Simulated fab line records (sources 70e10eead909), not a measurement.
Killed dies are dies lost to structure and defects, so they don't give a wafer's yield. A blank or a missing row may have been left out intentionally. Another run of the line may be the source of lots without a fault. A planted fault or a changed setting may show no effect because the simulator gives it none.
Matching of chambers | flow nand_harc | NHARC_P_M0_DESCUM_14 on rie_diel-10: 3 sister chambers
The step chemistry O2, time 3 s. 3 wafers are shown with their chamber, then 4 later ones without.

== WAFERS WITH THEIR CHAMBER ==
wafer  | chamber | oes_product_au (a.u.)
L076.6 | 2       | 0.995
L083.1 | 3       | 0.966
L083.2 | 0       | 1.002

== WAFERS WITHOUT THEIR CHAMBER ==
wafer  | oes_product_au (a.u.)
L084.6 | 0.975
L093.2 | 1.008
L093.3 | 0.999
L093.4 | 0.994

== WHICH CHAMBER EACH WENT THROUGH ==
wafer  | from the rows above     | in truth
L084.6 | can't be placed: 3 or 2 | 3
L093.2 | can't be placed: 0 or 2 | 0
L093.3 | can't be placed: 0 or 2 | 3
L093.4 | can't be placed: 2 or 0 | 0
Correctly placed: 0 of 4. From these rows, 4 cannot be placed; in 3 the true chamber is one of the candidates. Number placed wrongly: 0.
How it was worked out, from the rows above alone: a wafer's distance from a chamber is the root of the sum, over the readings, of the square of ((its reading less the chamber's mean) divided by the reading's scatter). The wafer belongs to the nearest chamber; if the next one is less than 2 further off, it can't be placed. The mean given for a chamber averages the wafers shown for that chamber. The scatter: root of mean squared gap, hidden wafer to nearest shown wafer, with one shown wafer a chamber.
